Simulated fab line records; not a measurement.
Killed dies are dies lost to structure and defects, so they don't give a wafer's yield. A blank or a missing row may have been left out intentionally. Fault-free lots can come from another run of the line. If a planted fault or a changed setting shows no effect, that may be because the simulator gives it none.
fab line records	flow nand_harc	part 1 of 2: steps 1 to 24 of 37
[record] lots = 5	wafers = 15	last_day = 32
route steps=1302 shown P_GATE@127
lots with no fault: from the same line, run without faults
start_h: the number of hours between the record's first day and the start of the first shown wafer of the lot	wait_h: hours since the lot's step before	" identical to the entry in the row above	L1.1+2: a row that stands for several wafers	- no value, or no start given	* or withheld: withheld	< > ~ a bound
route shown NAME@n: NAME is a module with steps in the file, n the number in the route of the first one	usual: average and standard deviation across the fault-free wafers	same: alike in all rows	chamber/n: place in a boat	sites: the reading at each site	_std_site: standard deviation across them	_edge_site: the outer-site mean with the inner-site mean subtracted	radius_mm: how far each site lies from the wafer's centre	mask NAME#n: copy n	behind: the last tool/chamber to shape the wafer	hold: reason for holding the lot/hours on hold/outcome of the hold	device: names the non-switching transistor (n, p or np)	end of line: the tests these same wafers got at the end of their route	step lacking rows: just its recipe	killed: the dies lost at the first sort to structure and to defects; this is not the yield of the wafer	map: the dies of a wafer, with x for killed, . for not killed, _ for no die there
set.NAME: the setting that was run; set.NAME@STEP: the one run at that earlier step	model.NAME: the simulator's own value behind a step, which no gauge read
a table for each step, a row for each wafer; lots at some steps of the route
services: a tool's chamber out of use, with start hour (start_h, from the record's first day; less than 0 if before it), hours out, and reason
[[steps]]
[step NHARC_P_GATE_PRECLEAN_71]
[recipe] time_s = *	temp_c = 50	bath_age_min = 0	chemistry = SC1
lot.wafer	tool	chamber	start_h	wait_h
L078.1+5+4	wet_bench-06	3,4,0	-	-
L087.2+4+1	wet_bench-03	5,7,2	-	-
L089.4+1+5	wet_bench-06	5,7,0	-	-
L091.4+5+1	wet_bench-03	3,4,5	-	-
L093.6+1+5	wet_bench-03	5,6,0	-	-
[step NHARC_P_GATE_SRD_72]
lot.wafer	tool	chamber	start_h	wait_h
L078.1+5+4	wet_bench-06	3,4,0	-	-
L087.2+4+1	wet_bench-03	5,7,2	-	-
L089.4+1+5	wet_bench-06	5,7,0	-	-
L091.4+5+1	wet_bench-03	3,4,5	-	-
L093.6+1+5	wet_bench-03	5,6,0	-	-
[step NHARC_P_GATE_OXIDE_16]
[recipe] target_thk_a = 30	temp_c = 875	ox_time_s = 392	material = SiO2
lot.wafer	tool	chamber	start_h	wait_h
L078.1+4+5	furnace-06	0	125.85	-
L087.1+2+4	furnace-06	0	214.13	-
L089.1+4+5	furnace-01	0	235.20	-
L091.1+4+5	furnace-01	0	256.91	-
L093.1+5+6	furnace-06	0	276.70	-
[step NHARC_P_GATE_CVD_17]
[recipe] target_thk_a = 1500	temp_c = 620	time_s = 900	material = poly-Si
lot.wafer	tool	chamber	start_h	wait_h
L078.1+4+5	lpcvd_poly-01	0	132.08	2.7
L087.1+2+4	lpcvd_poly-01	0	220.35	2.7
L089.1+4+5	lpcvd_poly-02	0	241.29	2.5
L091.1+4+5	lpcvd_poly-04	0	263.05	2.6
L093.1+5+6	lpcvd_poly-04	0	282.92	2.6
[step NHARC_P_GATE_HM_DEP_102]
[recipe] target_thk_a = 1200	temp_c = 400	material = aC
[usual] throttle_valve_pct = 34.998/0.0086
lot.wafer	tool	chamber	start_h	wait_h	throttle_valve_pct
L078.1	acl_dep-01	0	139.34	5.0	35.013
L078.4	"	0	"	"	34.999
L078.5	"	0	"	"	35.000
L087.1	acl_dep-01	0	224.19	1.6	35.007
L087.2	"	0	"	"	35.001
L087.4	"	0	"	"	34.985
L089.1	acl_dep-03	0	246.81	3.3	35.010
L089.4	"	0	"	"	34.996
L089.5	"	0	"	"	34.986
L091.1	acl_dep-02	0	269.66	4.4	35.009
L091.4	"	0	"	"	35.012
L091.5	"	0	"	"	35.004
L093.1	acl_dep-03	0	285.53	0.4	34.982
L093.5	"	0	"	"	34.999
L093.6	"	0	"	"	34.985
[step NHARC_P_GATE_DEP_103]
[recipe] target_thk_a = 300	target_thk_nm = 30	temp_c = 400	flow_sccm = 200	rf_w = 350	material = SiON
[usual] heater_power_w = 755/86
lot.wafer	tool	chamber	start_h	wait_h	heater_power_w	since_wet_clean_h
L078.1	pecvd-03	0	140.06	0.6	691	123
L078.4	"	1	"	"	708	-
L078.5	"	2	"	"	841	-
L087.1	pecvd-03	1	224.85	0.6	823	27
L087.2	"	0	"	"	698	27
L087.4	"	2	"	"	873	-
L089.1	pecvd-04	1	247.46	0.6	889	146
L089.5	"	1	"	"	888	-
L089.4	"	2	"	"	746	-
L091.1	pecvd-03	0	270.37	0.6	711	72
L091.5	"	1	"	"	857	-
L091.4	"	2	"	"	888	-
L093.1	pecvd-04	0	286.24	0.6	762	4
L093.6	"	2	"	"	699	-
L093.5	"	0	"	"	776	-
[step NHARC_P_GATE_DEHYDRATE_18]
[recipe] temp_c = 150	time_s = 120
lot.wafer	tool	chamber	start_h	wait_h
L078.1+4+5	litho_track-01	0	140.27	0.2
L087.1+2+4	litho_track-01	0	225.12	0.2
L089.1+4+5	litho_track-04	0	247.74	0.2
L091.1+4+5	litho_track-04	0	270.58	0.2
L093.1+5+6	litho_track-06	0	286.46	0.2
[step NHARC_P_GATE_HMDS_19]
[recipe] time_s = 30
lot.wafer	tool	chamber	start_h	wait_h
L078.1+4+5	litho_track-01	0	-	-
L087.1+2+4	litho_track-01	0	-	-
L089.1+4+5	litho_track-04	0	-	-
L091.1+4+5	litho_track-04	0	-	-
L093.1+5+6	litho_track-06	0	-	-
[step NHARC_P_GATE_COAT_20]
[recipe] spin_rpm = 1500	resist_thk_nm = 90
lot.wafer	tool	chamber	start_h	wait_h
L078.1+4+5	litho_track-01	0	-	-
L087.1+2+4	litho_track-01	0	-	-
L089.1+4+5	litho_track-04	0	-	-
L091.1+4+5	litho_track-04	0	-	-
L093.1+5+6	litho_track-06	0	-	-
[step NHARC_P_GATE_SOFTBAKE_21]
[recipe] temp_c = 105	time_s = 55
lot.wafer	tool	chamber	start_h	wait_h
L078.1+4+5	litho_track-01	0	-	-
L087.1+2+4	litho_track-01	0	-	-
L089.1+4+5	litho_track-04	0	-	-
L091.1+4+5	litho_track-04	0	-	-
L093.1+5+6	litho_track-06	0	-	-
[step NHARC_P_GATE_EBR_22]
lot.wafer	tool	chamber	start_h	wait_h
L078.1+4+5	litho_track-01	0	-	-
L087.1+2+4	litho_track-01	0	-	-
L089.1+4+5	litho_track-04	0	-	-
L091.1+4+5	litho_track-04	0	-	-
L093.1+5+6	litho_track-06	0	-	-
[step NHARC_P_GATE_EXPOSE_23]
[recipe] na = 1.35	target_cd_nm = 120	dose_mj = 93.91	mask_id = P_GATE
[usual] reticle_temp_C = 22.99/0.1
lot.wafer	tool	chamber	start_h	wait_h	mask	reticle_temp_C
L078.1	arfi_scanner-01	0	140.54	-	P_GATE#0	23.05
L078.4	"	0	"	"	P_GATE#0	23.14
L078.5	"	0	"	"	P_GATE#0	23.09
L087.1	arfi_scanner-01	0	225.39	-	P_GATE#0	22.89
L087.2	"	0	"	"	P_GATE#0	23.11
L087.4	"	0	"	"	P_GATE#0	22.85
L089.1	arfi_scanner-02	0	247.88	-	P_GATE#0	23.00
L089.4	"	0	"	"	P_GATE#0	22.84
L089.5	"	0	"	"	P_GATE#0	22.97
L091.1	arfi_scanner-02	0	270.85	-	P_GATE#0	23.01
L091.4	"	0	"	"	P_GATE#0	23.16
L091.5	"	0	"	"	P_GATE#0	23.03
L093.1	arfi_scanner-01	0	286.73	-	P_GATE#0	22.98
L093.5	"	0	"	"	P_GATE#0	22.90
L093.6	"	0	"	"	P_GATE#0	22.84
[step NHARC_P_GATE_PEB_24]
[recipe] peb_temp_c = 100	peb_time_s = 65
lot.wafer	tool	chamber	start_h	wait_h
L078.1+4+5	litho_track-06	0	140.60	0.1
L087.1+2+4	litho_track-01	0	225.45	0.1
L089.1+4+5	litho_track-01	0	247.94	0.1
L091.1+4+5	litho_track-01	0	270.91	0.1
L093.1+5+6	litho_track-04	0	286.79	0.1
[step NHARC_P_GATE_DEVELOP_25]
[recipe] develop_time_s = 35	dev_temp_c = 23
[usual] developer_temp_C = 22.99/0.1
lot.wafer	tool	chamber	start_h	wait_h	developer_temp_C
L078.1	litho_track-06	0	-	-	22.93
L078.4	"	0	"	"	22.98
L078.5	"	0	"	"	23.05
L087.1	litho_track-01	0	-	-	23.05
L087.2	"	0	"	"	23.12
L087.4	"	0	"	"	23.17
L089.1	litho_track-01	0	-	-	23.11
L089.4	"	0	"	"	23.18
L089.5	"	0	"	"	22.93
L091.1	litho_track-01	0	-	-	22.94
L091.4	"	0	"	"	22.81
L091.5	"	0	"	"	22.93
L093.1	litho_track-04	0	-	-	22.95
L093.5	"	0	"	"	22.85
L093.6	"	0	"	"	22.96
[step NHARC_P_GATE_CD_MEAS_26]
[recipe] target_cd_nm = 120	landing_energy_ev = 500
[usual] cd_nm = 120.3/0.58
lot.wafer	tool	chamber	start_h	wait_h	cd_nm
L078.1	cd_sem-02	0	140.68	-	119.8
L078.4	"	0	"	"	120.0
L078.5	"	0	"	"	119.5
L087.1	cd_sem-02	0	225.52	-	119.4
L087.2	"	0	"	"	119.9
L087.4	"	0	"	"	120.8
L089.1	cd_sem-03	0	248.02	-	120.2
L089.4	"	0	"	"	119.7
L089.5	"	0	"	"	120.2
L091.1	cd_sem-01	0	270.99	-	120.4
L091.4	"	0	"	"	120.4
L091.5	"	0	"	"	119.1
L093.1	cd_sem-02	0	286.87	-	120.6
L093.5	"	0	"	"	119.9
L093.6	"	0	"	"	121.4
[step NHARC_P_GATE_OVL_MEAS_27]
[usual] overlay_x_nm = 0.1/0.82	overlay_y_nm = 0.3/0.81
lot.wafer	tool	chamber	start_h	wait_h	overlay_x_nm	overlay_y_nm
L078.1	overlay-02	-	140.77	-	-0.4	-1.6
L078.4	"	-	"	"	-1.0	-1.0
L078.5	"	-	"	"	-0.6	-1.1
L087.1	overlay-01	-	225.61	-	0.6	0.3
L087.2	"	-	"	"	0.9	0.1
L087.4	"	-	"	"	-0.1	-0.4
L089.1	overlay-02	-	248.11	-	-0.2	0.1
L089.4	"	-	"	"	-0.6	0.6
L089.5	"	-	"	"	-0.6	0.6
L091.1	overlay-01	-	271.08	-	-0.3	-0.2
L091.4	"	-	"	"	-0.5	-0.3
L091.5	"	-	"	"	-0.2	-0.8
L093.1	overlay-01	-	286.96	-	0.8	0.5
L093.5	"	-	"	"	0.6	0.8
L093.6	"	-	"	"	0.7	0.4
[step NHARC_P_GATE_INSPECT_28]
[usual] raw_defect_count = 6/3.3
lot.wafer	tool	chamber	start_h	wait_h	raw_defect_count
L078.1	defect_inspect-01	-	140.81	0.0	4
L078.4	"	-	"	"	2
L078.5	"	-	"	"	5
L087.1	defect_inspect-02	-	225.65	0.0	4
L087.2	"	-	"	"	14
L087.4	"	-	"	"	9
L089.1	defect_inspect-02	-	248.14	0.0	5
L089.4	"	-	"	"	5
L089.5	"	-	"	"	1
L091.1	defect_inspect-01	-	271.12	0.0	4
L091.4	"	-	"	"	4
L091.5	"	-	"	"	4
L093.1	defect_inspect-02	-	286.99	0.0	9
L093.5	"	-	"	"	8
L093.6	"	-	"	"	2
[step NHARC_P_GATE_DESCUM_31]
[recipe] time_s = 3	o2_flow_sccm = 200	ar_flow_sccm = 0	bias_power_w = 0	chemistry = O2
[usual] drypump_motor_current_A = 5.5/0.34	o2_flow_sccm = 200.0/0.54	oes_product_au = 1.006/0.0098	rf_vpp_V = 57.8/0.9	showerhead_plenum_p_Torr = 1.93/0.077	throttle_valve_pct = 11.312/0.0086
lot.wafer	tool	chamber	start_h	wait_h	drypump_motor_current_A	o2_flow_sccm	oes_product_au	rf_hours_counter_h	rf_vpp_V	showerhead_plenum_p_Torr	throttle_valve_pct
L078.1	rie_diel-08	1	140.88	0.1	5.1	200.5	1.016	5.2	58.1	1.86	11.302
L078.4	"	3	"	"	6.0	199.7	1.014	4.6	57.2	2.03	11.311
L078.5	"	0	"	"	5.5	200.3	1.006	-	57.1	1.79	11.312
L087.4	rie_diel-01	0	225.71	0.1	5.0	200.5	1.014	0.8	58.6	1.97	11.315
L087.1	"	1	"	"	5.3	199.5	1.006	1.2	57.3	1.89	11.318
L087.2	"	3	"	"	5.6	199.5	0.999	0.8	58.8	1.89	11.315
L089.4	rie_diel-01	1	248.21	0.1	5.3	200.5	1.022	1.7	56.4	1.89	11.318
L089.1	"	0	"	"	5.0	200.5	1.004	1.2	57.4	1.97	11.319
L089.5	"	2	"	"	5.9	199.9	1.008	-	57.8	2.01	11.315
L091.4	rie_diel-03	1	271.19	0.1	6.0	200.7	0.995	7.8	59.1	2.00	11.327
L091.1	"	2	"	"	6.0	200.9	1.010	9.1	59.2	2.06	11.329
L091.5	"	1	"	"	6.0	200.2	0.985	-	57.6	2.00	11.319
L093.1	rie_diel-01	0	287.08	0.1	5.0	201.3	1.007	3.3	56.8	1.97	11.306
L093.6	"	1	"	"	5.3	199.5	1.000	-	58.9	1.89	11.308
L093.5	"	2	"	"	5.9	200.0	0.998	-	58.6	2.00	11.317
[step NHARC_P_GATE_ETCH_104]
[recipe] target_depth_a = 600	time_s = withheld	cf4_flow_sccm = 100	chf3_flow_sccm = 30	ar_flow_sccm = 0	rf_w = 500	bias_w = 200	chemistry = CF4/CHF3
[usual] cf4_flow_sccm = 100.0/0.31	drypump_motor_current_A = 5.5/0.35	oes_product_au = 0.952/0.022	rf_vpp_V = 371.1/2.2	showerhead_plenum_p_Torr = 1.59/0.06	throttle_valve_pct = 16.802/0.009
lot.wafer	tool	chamber	start_h	wait_h	cf4_flow_sccm	drypump_motor_current_A	oes_product_au	rf_vpp_V	showerhead_plenum_p_Torr	throttle_valve_pct
L078.1	rie_diel-08	0	141.01	0.1	100.2	5.5	0.919	367.6	1.48	16.801
L078.4	"	1	"	"	100.1	5.1	0.930	367.6	1.53	16.805
L078.5	"	3	"	"	100.0	6.0	0.941	373.9	1.67	16.804
L087.2	rie_diel-01	3	225.80	0.1	100.0	5.6	0.991	369.5	1.56	16.798
L087.1	"	0	"	"	100.5	5.0	0.968	371.7	1.61	16.810
L087.4	"	1	"	"	100.3	5.3	0.974	370.5	1.55	16.784
L089.4	rie_diel-01	2	248.29	0.1	100.5	5.8	0.964	371.9	1.65	16.805
L089.1	"	0	"	"	99.6	5.0	0.980	371.1	1.61	16.805
L089.5	"	1	"	"	99.5	5.3	0.965	369.0	1.55	16.802
L091.1	rie_diel-03	3	271.27	0.1	99.5	5.7	0.919	370.4	1.56	16.812
L091.4	"	0	"	"	99.5	5.5	0.920	368.0	1.53	16.806
L091.5	"	2	"	"	100.1	6.0	0.936	375.6	1.69	16.815
L093.1	rie_diel-01	2	287.14	0.1	99.9	5.9	0.927	374.0	1.65	16.784
L093.5	"	2	"	"	99.7	5.9	0.934	373.1	1.64	16.799
L093.6	"	3	"	"	100.3	5.6	0.941	370.1	1.56	16.812
[step NHARC_P_GATE_HM_OPEN_105]
[recipe] target_depth_a = 3600	o2_flow_sccm = 400	cos_flow_sccm = 20	ar_flow_sccm = 0	rf_w = 500	bias_w = 300	chemistry = O2/COS
[usual] drypump_motor_current_A = 5.5/0.34	o2_flow_sccm = 400.1/1.1	oes_product_au = 1.004/0.0088	rf_vpp_V = 468.0/2.6	showerhead_plenum_p_Torr = 3.16/0.12	throttle_valve_pct = 28.330/0.0092
lot.wafer	tool	chamber	start_h	wait_h	drypump_motor_current_A	o2_flow_sccm	oes_product_au	rf_hours_counter_h	rf_vpp_V	showerhead_plenum_p_Torr	throttle_valve_pct
L078.1	rie_diel-08	2	-	-	5.3	399.9	1.009	4.9	469.0	3.23	28.323
L078.4	"	3	"	"	6.0	401.1	1.017	4.6	471.3	3.31	28.319
L078.5	"	0	"	"	5.5	399.9	1.005	-	464.1	2.94	28.331
L087.4	rie_diel-01	3	-	-	5.6	399.2	1.002	0.8	466.9	3.09	28.327
L087.1	"	0	"	"	5.0	398.9	1.004	0.8	470.3	3.20	28.321
L087.2	"	1	"	"	5.3	399.5	1.014	1.2	467.0	3.08	28.326
L089.4	rie_diel-01	3	-	-	5.6	397.6	1.008	1.4	467.1	3.09	28.326
L089.1	"	2	"	"	5.9	399.4	1.014	1.8	469.6	3.26	28.342
L089.5	"	0	"	"	5.0	401.2	1.013	-	468.7	3.20	28.336
L091.1	rie_diel-03	2	-	-	6.1	401.7	1.016	9.1	472.9	3.35	28.330
L091.4	"	3	"	"	5.7	399.6	1.006	9.2	465.4	3.09	28.320
L091.5	"	3	"	"	5.7	400.0	1.002	-	467.6	3.09	28.338
L093.1	rie_diel-01	3	-	-	5.6	400.2	0.990	3.6	466.1	3.09	28.326
L093.5	"	1	"	"	5.3	400.5	0.994	-	467.4	3.08	28.332
L093.6	"	2	"	"	5.9	401.8	0.997	-	469.8	3.26	28.331
[step NHARC_P_GATE_STRIP_106]
[recipe] o2_flow_sccm = 400	cos_flow_sccm = 20	ar_flow_sccm = 0	bias_w = 0	chemistry = O2/COS
lot.wafer	tool	chamber	start_h	wait_h
L078.1+4+5	rie_diel-08	1,0,1	-	-
L087.1+4+2	rie_diel-01	0,1,2	-	-
L089.4+1+5	rie_diel-01	2,0,2	-	-
L091.1+4+5	rie_diel-03	1,2,1	-	-
L093.1+6+5	rie_diel-01	1,0,1	-	-
[step NHARC_P_GATE_ETCH_114]
[recipe] target_depth_a = 300	overetch_a = 30	time_s = 16.5	ion_energy_ev = 100	cf4_flow_sccm = 80	o2_flow_sccm = 20	ar_flow_sccm = 0	rf_w = 300	bias_w = 100	chemistry = CF4/O2
[usual] cf4_flow_sccm = 79.97/0.26	drypump_motor_current_A = 5.5/0.34	o2_flow_sccm = 20.00/0.069	oes_product_au = 1.006/0.0099	rf_vpp_V = 198.1/1.4	showerhead_plenum_p_Torr = 1.35/0.053	throttle_valve_pct = 13.398/0.0086
lot.wafer	tool	chamber	start_h	wait_h	cf4_flow_sccm	drypump_motor_current_A	o2_flow_sccm	oes_product_au	rf_hours_counter_h	rf_vpp_V	showerhead_plenum_p_Torr	throttle_valve_pct
L078.4	rie_diel-08	3	-	-	79.62	6.0	20.07	1.018	4.7	198.2	1.42	13.377
L078.1	"	0	"	"	79.69	5.5	19.90	1.002	5.0	197.0	1.25	13.386
L078.5	"	0	"	"	79.90	5.5	19.87	0.993	-	197.1	1.25	13.397
L087.1	rie_diel-01	2	-	-	79.92	5.9	20.07	1.007	1.3	197.9	1.40	13.408
L087.2	"	3	"	"	80.54	5.6	19.96	1.009	0.8	198.0	1.32	13.388
L087.4	"	0	"	"	79.99	5.0	20.01	0.998	0.8	198.2	1.37	13.410
L089.1	rie_diel-01	3	-	-	80.09	5.6	19.89	1.003	1.4	196.8	1.32	13.418
L089.4	"	1	"	"	80.24	5.3	19.89	1.008	1.7	198.2	1.32	13.409
L089.5	"	3	"	"	79.64	5.6	19.91	1.002	-	196.9	1.32	13.391
L091.4	rie_diel-03	1	-	-	80.30	6.0	20.00	0.999	7.8	199.9	1.40	13.404
L091.1	"	3	"	"	79.89	5.6	19.91	1.007	9.3	198.1	1.32	13.416
L091.5	"	1	"	"	80.19	5.9	19.95	0.990	-	198.2	1.39	13.397
L093.1	rie_diel-01	0	-	-	79.70	5.0	20.17	1.000	3.4	197.6	1.37	13.397
L093.6	"	1	"	"	79.87	5.3	20.04	1.007	-	197.0	1.32	13.401
L093.5	"	2	"	"	80.12	5.8	20.06	0.998	-	198.1	1.40	13.403
[step NHARC_P_GATE_ETCH_32]
[recipe] target_depth_a = 1500	over_etch_frac = 1	over_etch_ion_energy_ev = 40	time_s = 100.1	hbr_flow_sccm = 150	cl2_flow_sccm = 50	rf_w = 400	icp_w = 400	bias_w = 100	chemistry = HBr/Cl2
[usual] drypump_motor_current_A = 5.9/0.43	mfc_cl2_sccm = 50.00/0.15	oes_product_au = 1.000/0.0088	throttle_valve_pct = 26.406/0.0095
lot.wafer	tool	chamber	start_h	wait_h	drypump_motor_current_A	mfc_cl2_sccm	oes_product_au	rf_hours_counter_h	throttle_valve_pct
L078.1	rie_si-04	2	141.38	-	5.0	50.18	0.990	0.8	26.420
L078.5	"	0	"	"	5.7	50.19	1.002	-	26.411
L078.4	"	1	"	"	6.2	50.02	1.002	-	26.385
L087.2	rie_si-06	0	226.17	-	5.2	49.98	1.001	0.9	26.405
L087.1	"	2	"	"	6.1	50.17	0.984	0.8	26.422
L087.4	"	3	"	"	6.3	50.26	0.992	0.9	26.406
L089.4	rie_si-06	2	248.68	-	6.2	50.06	0.983	0.9	26.417
L089.1	"	3	"	"	6.3	50.29	1.008	1.0	26.404
L089.5	"	2	"	"	6.1	49.92	0.988	-	26.409
L091.4	rie_si-04	2	271.66	-	5.0	49.70	0.996	0.6	26.412
L091.1	"	3	"	"	5.8	50.05	1.000	0.6	26.410
L091.5	"	1	"	"	6.2	49.81	0.991	-	26.412
L093.1	rie_si-04	1	287.56	-	6.2	49.84	1.017	0.7	26.404
L093.5	"	2	"	"	5.0	50.00	0.996	-	26.419
L093.6	"	3	"	"	5.8	49.87	1.009	-	26.402
[step NHARC_P_GATE_STRIP_108]
[recipe] o2_flow_sccm = 500	ar_flow_sccm = 0	bias_w = 0	chemistry = O2
[usual] drypump_motor_current_A = 5.7/0.31	o2_flow_sccm = 499.8/1.3	oes_product_au = 1.003/0.01	rf_vpp_V = 58.0/1	showerhead_plenum_p_Torr = 3.59/0.15	throttle_valve_pct = 17.035/0.0087
lot.wafer	tool	chamber	start_h	wait_h	drypump_motor_current_A	o2_flow_sccm	oes_product_au	rf_hours_counter_h	rf_vpp_V	showerhead_plenum_p_Torr	throttle_valve_pct
L078.4	rie_diel-03	3	141.57	-	5.7	498.0	1.000	1.6	58.3	3.50	17.050
L078.1	"	0	"	"	5.5	498.7	1.001	1.2	56.8	3.43	17.040
L078.5	"	3	"	"	5.7	499.7	1.003	-	57.3	3.50	17.051
L087.1	rie_diel-03	3	226.35	-	5.7	497.9	0.997	7.1	58.3	3.49	17.036
L087.4	"	0	"	"	5.5	502.4	1.002	4.3	58.0	3.43	17.039
L087.2	"	1	"	"	6.0	499.3	0.991	5.7	58.8	3.68	17.038
L089.1	rie_diel-03	2	248.84	-	6.0	498.6	1.017	8.5	58.1	3.78	17.034
L089.4	"	0	"	"	5.5	500.5	0.998	4.5	58.3	3.43	17.034
L089.5	"	2	"	"	6.0	498.8	1.004	-	58.0	3.78	17.034
L091.1	rie_diel-03	0	271.80	-	5.5	500.5	1.005	5.0	56.9	3.43	17.047
L091.4	"	3	"	"	5.6	499.3	1.013	9.3	56.5	3.49	17.052
L091.5	"	0	"	"	5.5	499.7	1.001	-	57.6	3.43	17.018
L093.1	rie_diel-08	3	287.72	-	6.1	500.7	0.996	5.4	58.6	3.73	17.060
L093.6	"	0	"	"	5.5	498.7	0.998	-	57.5	3.32	17.032
L093.5	"	1	"	"	5.1	501.1	1.009	-	57.8	3.43	17.051
